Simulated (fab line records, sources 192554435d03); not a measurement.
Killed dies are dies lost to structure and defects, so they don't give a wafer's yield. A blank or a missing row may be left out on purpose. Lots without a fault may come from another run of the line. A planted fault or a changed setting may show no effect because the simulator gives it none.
fab line records | flow n5_finfet
record lots=9 wafers=27 last_day=19
route steps=1938 shown DUMMY_GATE@250 SPACER0@261 SD_EPI_N@288 SD_EPI_P@305 BEOL_M4@1111 PASSIVATION@1936
lots that met no fault: from a run of the same line without faults
start_h: hours from the record's first day to the start of the lot's first wafer shown | wait_h: hours since the lot's step before | " the same as in the row above | L1.1+2: a row that stands for several wafers | - no value, or no start given | * or withheld: withheld | < > ~ a bound
route shown NAME@n: a module of which the file shows steps, and the number in the route of the first | usual: mean/standard deviation of fault-free wafers | same: alike in all rows | chamber/n: place in a boat | sites: the reading at each site | _std_site: their standard deviation | _edge_site: outer sites' mean less inner sites' | radius_mm: how far each site lies from the wafer's centre | mask NAME#n: copy n | behind: the tool/chamber that last shaped the wafer | hold: why the lot was held/for how many hours/how that ended | device: the transistor (n, p or np) that didn't switch | end of line: the same wafers' tests at the end of the route | a step without rows: its recipe alone | killed: dies lost to structure and defects at the first sort, not the wafer's yield | map: a wafer's dies, x killed, . not, _ none there
set.NAME: the setting as run; set.NAME@STEP: as run at that earlier step | model.NAME: the simulator's own value behind a step, which no gauge read
steps of the route over a sample of lots; a table a step, a row a wafer
services: from which hour (start_h, from the record's first day; less than 0 if before it) a tool's chamber was out of use, for how many hours, and why
## steps
# step N5_DUMMY_GATE_ETCH_42
# recipe chemistry=CHF3/O2 target=SiO2 target_depth_a=35 time_s=31 ion_energy_ev=30 bias_w=12 pressure_mtorr=30 source_w=600 Ar_flow_sccm=200 CHF3_flow_sccm=50 O2_flow_sccm=5
# usual drypump_motor_current_A=5.7/0.47 oes_o_777_au=0.79/0.092 oes_product_au=0.78/0.095 rf_fwd_power_W=594.5/2.3 rf_vpp_V=42.3/0.87 showerhead_plenum_p_Torr=2.40/0.08 throttle_valve_pct=18.84/0.21
# columns lot.wafer tool chamber start_h wait_h drypump_motor_current_A oes_o_777_au oes_product_au rf_fwd_power_W rf_hours_counter_h rf_vpp_V showerhead_plenum_p_Torr throttle_valve_pct
L269.1 rie_diel-06 3 48.86 0.0 5.5 0.72 0.72 594.8 167 41.5 2.41 19.05
L269.3 " 0 " " 5.2 0.69 0.69 596.0 230 42.3 2.39 18.91
L269.5 " 3 " " 5.4 0.72 0.72 595.0 - 42.5 2.41 19.05
L272.2 rie_diel-06 3 66.07 0.0 5.5 0.71 0.72 593.7 172 42.5 2.41 19.06
L272.5 " 2 " " 6.4 0.79 0.77 595.7 - 42.6 2.32 18.57
L272.6 " 3 " " 5.4 0.71 0.73 594.1 - 41.8 2.41 19.06
L278.3 rie_diel-03 2 101.73 0.0 5.3 0.73 0.72 595.1 213 41.9 2.29 18.96
L278.4 " 0 " " 4.8 0.89 0.89 594.5 - 41.3 2.38 18.58
L278.5 " 3 " " 5.5 0.67 0.67 590.3 - 41.0 2.27 18.95
L279.2 rie_diel-02 3 106.77 0.0 5.8 0.82 0.82 591.6 68 40.8 2.34 19.08
L279.4 " 2 " " 6.0 0.77 0.75 593.5 - 42.4 2.52 18.85
L279.5 " 1 " " 6.3 0.97 0.98 589.7 - 41.4 2.47 18.52
L280.2 rie_diel-02 1 112.59 0.1 6.3 0.96 0.96 597.6 4 43.5 2.47 18.53
L280.3 " 3 " " 5.8 0.82 0.82 589.7 70 40.2 2.34 19.09
L280.4 " 1 " " 6.3 0.96 0.97 593.8 - 42.1 2.47 18.52
L281.2 rie_diel-03 1 119.66 0.2 6.0 0.73 0.72 594.5 201 43.3 2.49 18.88
L281.3 " 0 " " 4.8 0.88 0.86 592.9 23 42.3 2.37 18.56
L281.4 " 1 " " 6.0 0.73 0.73 593.4 - 43.2 2.49 18.86
L285.2 rie_diel-06 0 143.78 0.0 5.2 1.00 1.00 598.1 2 42.1 2.38 18.57
L285.3 " 1 " " 5.6 0.72 0.71 597.8 203 43.7 2.48 19.14
L285.6 " 3 " " 5.5 0.70 0.71 594.6 - 41.2 2.40 19.10
L289.1 rie_diel-06 0 172.60 0.0 5.2 0.96 0.95 594.2 9 42.0 2.38 18.60
L289.2 " 3 " " 5.4 0.70 0.69 592.3 202 41.5 2.40 19.12
L289.3 " 1 " " 5.6 0.71 0.70 594.7 211 43.2 2.48 19.14
L292.1 rie_diel-02 0 184.40 0.1 5.6 0.93 0.93 594.6 19 42.1 2.37 18.67
L292.2 " 1 " " 6.3 0.90 0.89 595.5 25 41.9 2.47 18.55
L292.5 " 0 " " 5.6 0.94 0.92 596.1 - 41.5 2.37 18.67
# step N5_DUMMY_GATE_INSPECT_27
# recipe inspect_instrument=brightfield mode=aei
# usual raw_defect_count=264/68
# columns lot.wafer tool chamber start_h wait_h raw_defect_count
L269.1 defect_inspect-02 - 49.10 0.0 311
L269.3 " - " " 295
L269.5 " - " " 266
L272.2 defect_inspect-02 - 66.30 0.0 399
L272.5 " - " " 388
L272.6 " - " " 388
L278.3 defect_inspect-01 - 101.97 0.0 237
L278.4 " - " " 214
L278.5 " - " " 238
L279.2 defect_inspect-01 - 107.01 0.0 269
L279.4 " - " " 213
L279.5 " - " " 199
L280.2 defect_inspect-02 - 112.91 0.0 158
L280.3 " - " " 286
L280.4 " - " " 172
L281.2 defect_inspect-02 - 119.90 0.0 195
L281.3 " - " " 261
L281.4 " - " " 167
L285.2 defect_inspect-01 - 144.02 0.0 180
L285.3 " - " " 186
L285.6 " - " " 258
L289.1 defect_inspect-01 - 172.84 0.0 282
L289.2 " - " " 231
L289.3 " - " " 308
L292.1 defect_inspect-02 - 184.63 0.0 270
L292.2 " - " " 276
L292.5 " - " " 275
# step N5_SPACER0_INSPECT_04
# recipe inspect_instrument=darkfield mode=post_dep
# usual raw_defect_count=125/28
# columns lot.wafer tool chamber start_h wait_h raw_defect_count
L269.1 defect_inspect-01 - 49.70 0.1 131
L269.3 " - " " 133
L269.5 " - " " 120
L272.2 defect_inspect-02 - 67.18 0.1 151
L272.5 " - " " 147
L272.6 " - " " 164
L278.3 defect_inspect-01 - 102.57 0.1 158
L278.4 " - " " 134
L278.5 " - " " 130
L279.2 defect_inspect-01 - 107.99 0.1 149
L279.4 " - " " 93
L279.5 " - " " 111
L280.2 defect_inspect-01 - 113.51 0.1 98
L280.3 " - " " 175
L280.4 " - " " 129
L281.2 defect_inspect-02 - 120.50 0.1 110
L281.3 " - " " 126
L281.4 " - " " 89
L285.2 defect_inspect-01 - 144.62 0.1 105
L285.3 " - " " 101
L285.6 " - " " 106
L289.1 defect_inspect-01 - 173.44 0.1 121
L289.2 " - " " 104
L289.3 " - " " 106
L292.1 defect_inspect-01 - 185.23 0.1 100
L292.2 " - " " 115
L292.5 " - " " 139
# step N5_SD_EPI_N_EPI_21
# recipe material=Si:P dopant=P temp_c=680 pressure_torr=255 time_s=690
# columns lot.wafer tool chamber start_h wait_h
L269.1+3+5 epi_rpcvd-01 0 51.93 0.1
L272.2+5+6 epi_rpcvd-01 0 69.89 0.5
L278.3+4+5 epi_rpcvd-01 0 105.29 0.7
L279.2+4+5 epi_rpcvd-01 0 110.72 0.7
L280.2+3+4 epi_rpcvd-01 0 116.24 0.5
L281.2+3+4 epi_rpcvd-03 0 122.99 0.4
L285.2+3+6 epi_rpcvd-01 0 147.10 0.4
L289.1+2+3 epi_rpcvd-03 0 176.46 0.2
L292.1+2+5 epi_rpcvd-03 0 187.57 0.2
# step N5_SD_EPI_N_INSPECT_26
# recipe inspect_instrument=darkfield mode=post_epi
# usual raw_defect_count=185/35
# columns lot.wafer tool chamber start_h wait_h raw_defect_count
L269.1 defect_inspect-01 - 54.22 0.1 171
L269.3 " - " " 153
L269.5 " - " " 177
L272.2 defect_inspect-02 - 72.48 0.1 239
L272.5 " - " " 209
L272.6 " - " " 197
L278.3 defect_inspect-02 - 107.20 0.1 232
L278.4 " - " " 238
L278.5 " - " " 218
L279.2 defect_inspect-01 - 113.90 0.1 1370
L279.4 " - " " 1279
L279.5 " - " " 1323
L280.2 defect_inspect-02 - 118.71 0.1 1343
L280.3 " - " " 1286
L280.4 " - " " 1336
L281.2 defect_inspect-02 - 124.98 0.1 190
L281.3 " - " " 211
L281.4 " - " " 164
L285.2 defect_inspect-01 - 149.09 0.1 1296
L285.3 " - " " 1251
L285.6 " - " " 1294
L289.1 defect_inspect-01 - 179.35 0.1 220
L289.2 " - " " 195
L289.3 " - " " 182
L292.1 defect_inspect-02 - 190.51 0.2 129
L292.2 " - " " 147
L292.5 " - " " 195
# step N5_SD_EPI_P_INSPECT_11
# recipe mode=adi inspect_instrument=macro
# usual raw_defect_count=1.9/1.4
# columns lot.wafer tool chamber start_h wait_h raw_defect_count
L269.1 defect_inspect-01 - 54.67 0.0 2
L269.3 " - " " 1
L269.5 " - " " 1
L272.2 defect_inspect-01 - 72.94 0.0 2
L272.5 " - " " 2
L272.6 " - " " 0
L278.3 defect_inspect-01 - 107.65 0.0 1
L278.4 " - " " 1
L278.5 " - " " 2
L279.2 defect_inspect-02 - 114.35 0.0 >300
L279.4 " - " " >300
L279.5 " - " " >300
L280.2 defect_inspect-02 - 119.16 0.0 >300
L280.3 " - " " >300
L280.4 " - " " >300
L281.2 defect_inspect-01 - 125.44 0.0 4
L281.3 " - " " 3
L281.4 " - " " 1
L285.2 defect_inspect-01 - 149.54 0.0 >300
L285.3 " - " " >300
L285.6 " - " " >300
L289.1 defect_inspect-01 - 179.80 0.0 5
L289.2 " - " " 2
L289.3 " - " " 2
L292.1 defect_inspect-02 - 190.84 0.0 2
L292.2 " - " " 0
L292.5 " - " " 1
# step N5_BEOL_M4_RC_MEAS_101
# usual DIBL_N=36.6/1.3 DIBL_P=36.4/1.4 IOFF_N=0.167/0.023 IOFF_P=0.219/0.029 ION_N=678/8.7 ION_P=464/6.4 SS_N=71.5/0.53 SS_P=73.4/0.57 VT_N=248.5/2.8 VT_P=-249/3.1
# columns lot.wafer tool chamber start_h wait_h DIBL_N[mV/V] DIBL_P[mV/V] IOFF_N[nA/um] IOFF_P[nA/um] ION_N[uA/um] ION_P[uA/um] SS_N[mV/dec] SS_P[mV/dec] VT_N[mV] VT_P[mV]
L269.1 prober-01 0 185.19 0.0 37.4 37.4 0.195 0.237 697 467 72.2 73.3 243.2 -248
L269.3 " 0 " " 37.8 37.4 0.193 0.224 690 465 70.9 72.9 245.4 -249
L269.5 " 0 " " 36.8 36.8 0.171 0.216 683 465 71.2 73.5 248.1 -250
L272.2 prober-02 0 193.25 0.2 35.6 34.5 0.152 0.219 676 470 71.3 73.5 247.8 -246
L272.5 " 0 " " 37.3 36.0 0.181 0.244 685 472 71.9 73.3 246.9 -247
L272.6 " 0 " " 36.9 36.0 0.180 0.244 679 468 71.7 73.9 249.0 -245
L280.2 prober-01 0 254.85 0.2 34.9 36.0 0.157 0.243 675 467 71.3 73.4 252.5 -242
L280.3 " 0 " " 34.1 34.6 0.154 0.216 678 468 71.1 72.9 248.4 -246
L280.4 " 0 " " 34.5 35.8 0.158 0.238 681 472 71.1 73.4 249.7 -247
L279.2 prober-01 0 283.34 0.2 34.9 34.7 0.144 0.182 674 460 71.2 72.9 250.8 -253
L279.4 " 0 " " 36.6 36.5 0.170 0.208 669 458 71.6 73.3 247.6 -249
L279.5 " 0 " " 34.6 34.2 0.131 0.178 665 461 70.7 72.7 249.1 -251
L281.2 prober-02 0 290.19 0.2 35.6 34.4 0.148 0.192 673 458 70.7 73.2 250.9 -250
L281.3 " 0 " " 36.8 36.1 0.175 0.229 687 468 71.4 73.6 248.2 -248
L281.4 " 0 " " 35.9 35.5 0.152 0.214 671 464 71.7 73.0 248.8 -248
L278.3 prober-01 0 300.31 0.3 35.0 35.7 0.166 0.218 672 460 71.2 72.8 247.8 -251
L278.4 " 0 " " 37.5 38.7 0.216 0.273 671 466 71.8 73.4 248.1 -248
L278.5 " 0 " " 36.5 37.6 0.195 0.262 671 469 71.5 74.1 247.5 -249
L285.2 prober-01 0 317.16 0.2 36.7 35.2 0.151 0.167 675 448 72.3 73.0 250.5 -255
L285.3 " 0 " " 36.8 37.2 0.157 0.193 674 460 71.7 73.3 248.2 -254
L285.6 " 0 " " 35.3 35.2 0.133 0.169 665 453 71.6 72.5 251.8 -252
L289.1 prober-01 0 334.52 0.0 39.3 37.6 0.193 0.207 689 461 71.7 74.3 245.8 -252
L289.2 " 0 " " 37.9 37.0 0.165 0.200 679 466 71.7 73.7 249.2 -253
L289.3 " 0 " " 37.2 36.2 0.149 0.180 672 456 71.6 73.5 252.1 -255
L292.1 prober-02 0 351.41 0.0 36.2 37.2 0.160 0.197 679 461 71.8 72.2 248.6 -252
L292.2 " 0 " " 36.1 36.6 0.153 0.182 676 457 71.3 72.6 251.2 -250
L292.5 " 0 " " 35.8 36.3 0.151 0.179 679 460 70.9 72.6 250.6 -252
# step N5_PASSIVATION_PROBE_49
# usual defect_limited_yield=91.6/1.6 killed_at_M0_to_M3=32/9.7 killed_at_M4_up=13/4.4 killed_at_contacts=12/6.5 killed_at_front_end=38/12 killed_at_other=3.7/3 killed_dies=99/18 killed_on_rim=13/3.9 killed_open=66/14 killed_short=32/7.5 sort_bin_5_function=4.9/1 sort_bin_6_memory=3.2/0.73 sort_n_pass=1081/18 sort_yield_pct=91.6/1.6
# same gross_dies=1180 killed_at_back_side=0 sort_bin_4_leakage[%]=0 sort_bin_8_speed[%]=0
# columns lot.wafer tool chamber start_h wait_h defect_limited_yield[%] killed_at_M0_to_M3 killed_at_M4_up killed_at_contacts killed_at_front_end killed_at_other killed_dies killed_on_rim killed_open killed_short sort_bin_5_function[%] sort_bin_6_memory[%] sort_n_pass sort_yield_pct[%]
L280.2 prober-01 - 353.45 0.1 82.8 28 6 5 161 3 203 24 46 26 10.2 3.6 977 82.8
L280.3 prober-01 - 353.50 0.1 82.8 40 11 2 142 8 203 22 54 26 8.8 4.6 977 82.8
L280.4 prober-01 - 353.55 0.2 83.4 33 2 5 146 10 196 24 48 26 9.5 3.1 984 83.4
L279.2 prober-02 - 393.36 0.1 83.7 36 9 1 146 0 192 26 35 33 8.8 3.8 988 83.7
L279.4 prober-02 - 393.46 0.2 83.5 37 8 5 144 1 195 26 44 30 8.7 4.2 985 83.5
L279.5 prober-02 - 393.51 0.2 82.9 42 8 5 145 2 202 30 62 23 9.2 3.6 978 82.9
L285.2 prober-01 - 419.34 0.1 80.8 38 10 10 160 9 227 28 67 40 10.5 4.9 953 80.8
L285.3 prober-01 - 419.39 0.1 82.9 25 8 3 165 1 202 27 46 31 9.8 3.2 978 82.9
L285.6 prober-01 - 419.54 0.3 82.9 36 10 6 149 1 202 27 60 26 10.5 3.0 978 82.9
# killed by level:class
L280.2 SD_EPI_N:unspecified=131 BEOL_M1:geometric_particle:open=10 GATE_CUT:geometric_particle:short=6 FIN_SAQP:geometric_particle:open=5 MOL_CONTACT_COAG:geometric_particle:open=5 BEOL_M0_SAQP:geometric_particle:short=5 BEOL_M0_SAQP:geometric_particle:open=4 BEOL_M1:geometric_particle:short=4
L280.3 SD_EPI_N:unspecified=123 BEOL_M1:geometric_particle:open=15 STI_FIN_REVEAL:geometric_particle:open=4 ILD0:geometric_particle:short=4 BEOL_M0_SAQP:geometric_particle:short=4 BEOL_M4:geometric_particle:open=4 BEOL_M0_SAQP:geometric_particle:open=3 BEOL_M0:geometric_particle:open=3
L280.4 SD_EPI_N:unspecified=122 BEOL_M1:geometric_particle:open=11 MOL_CONTACT_COAG:geometric_particle:open=5 BEOL_M2:geometric_particle:open=5 FIN_SAQP:geometric_particle:open=4 FIN_SAQP:geometric_particle:short=4 DUMMY_GATE:geometric_particle:open=4 BEOL_M0_SAQP:geometric_particle:short=4
L279.2 SD_EPI_N:unspecified=123 BEOL_M0_SAQP:geometric_particle:short=13 BEOL_M0_SAQP:geometric_particle:open=8 STARTING-WAFER:geometric_particle:short=6 BEOL_M4:geometric_particle:open=5 BEOL_M2:geometric_particle:open=5 FIN_SAQP:geometric_particle:short=4 BEOL_M1:geometric_particle:open=4
L279.4 SD_EPI_N:unspecified=121 BEOL_M0_SAQP:geometric_particle:short=11 BEOL_M0_SAQP:geometric_particle:open=8 FIN_SAQP:geometric_particle:open=6 BEOL_M1:geometric_particle:short=6 FIN_SAQP:geometric_particle:short=5 BEOL_M2:geometric_particle:open=4 BEOL_M3:geometric_particle:open=4
L279.5 SD_EPI_N:unspecified=117 BEOL_M1:geometric_particle:open=11 BEOL_M2:geometric_particle:open=10 FIN_SAQP:geometric_particle:short=9 BEOL_M0_SAQP:geometric_particle:open=8 FIN_SAQP:geometric_particle:open=4 MOL_CONTACT_COAG:geometric_particle:open=4 BEOL_M0_SAQP:geometric_particle:short=4
L285.2 SD_EPI_N:unspecified=119 FIN_SAQP:geometric_particle:short=13 BEOL_M3:geometric_particle:open=12 MOL_CONTACT_COAG:geometric_particle:open=8 FIN_SAQP:geometric_particle:open=7 BEOL_M0_SAQP:geometric_particle:open=7 BEOL_M0:geometric_particle:open=5 PASS1_DEP:geometric_particle:short=5
L285.3 SD_EPI_N:unspecified=122 FIN_SAQP:geometric_particle:open=9 FIN_SAQP:geometric_particle:short=6 STI_FIN_REVEAL:geometric_particle:open=6 BEOL_M0_SAQP:geometric_particle:short=6 GATE_CUT:geometric_particle:short=5 STARTING-WAFER:geometric_particle:short=5 BEOL_M2:geometric_particle:open=4
L285.6 SD_EPI_N:unspecified=116 FIN_SAQP:geometric_particle:short=9 BEOL_M2:geometric_particle:open=8 STI_FIN_REVEAL:geometric_particle:open=7 BEOL_M3:geometric_particle:open=7 FIN_SAQP:geometric_particle:open=6 MOL_CONTACT_COAG:geometric_particle:open=6 BEOL_M0_SAQP:geometric_particle:open=6
## services
# columns tool chamber start_h hours kind
rie_diel-06 0 28.99 6.7 repair
rie_diel-03 0 30.72 - clean
epi_rpcvd-03 - 33.20 6.0 pm
rie_diel-02 1 86.29 - clean
rie_diel-02 1 86.29 - consumable_replace:focus_ring
rie_diel-02 1 86.29 15.5 scheduled_down
rie_diel-02 1 86.29 15.5 vent_cycle
rie_diel-03 1 92.93 14.9 repair
epi_rpcvd-03 - 100.86 2.8 pm
rie_diel-02 0 102.04 - clean
rie_diel-02 0 102.04 - consumable_replace:focus_ring
rie_diel-02 0 102.04 16.1 scheduled_down
rie_diel-02 0 102.04 16.1 vent_cycle
epi_rpcvd-01 - 106.64 2.8 pm
rie_diel-06 0 120.08 - clean
rie_diel-06 0 120.08 - consumable_replace:focus_ring
rie_diel-06 0 120.08 16.2 scheduled_down
rie_diel-06 0 120.08 16.2 vent_cycle
rie_diel-06 2 125.76 11.1 repair
rie_diel-03 1 145.19 1.6 repair
rie_diel-06 - 158.33 2.8 pm
epi_rpcvd-01 - 161.15 14.6 pm
rie_diel-06 2 163.27 9.2 repair
rie_diel-03 - 177.21 0.8 repair
## key
first_sign step=N5_SD_EPI_N_INSPECT_26 reading=raw_defect_count direction=up sigmas=32 usual=185 struck=1309
effect step=N5_SD_EPI_P_INSPECT_11 reading=raw_defect_count direction=up sigmas=99+ usual=1.9 struck=>300
effect step=N5_PASSIVATION_PROBE_49 reading=killed_at_front_end direction=up sigmas=9.4 usual=38 struck=151
more_kills_born_at N5_SD_EPI_N_EPI_21@epi_rpcvd-01=1094
met_at N5_SD_EPI_N_EPI_21
struck_lots L279,L280,L285
not_acting_at N5_DUMMY_GATE_ETCH_42,N5_DUMMY_GATE_INSPECT_27,N5_SPACER0_INSPECT_04
fault kind=chamber_particle_source tool=epi_rpcvd-01 chamber=- onset_h=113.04 steps=N5_SD_EPI_N_EPI_21 rate_per_visit_cm2=1.7562 end_h=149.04
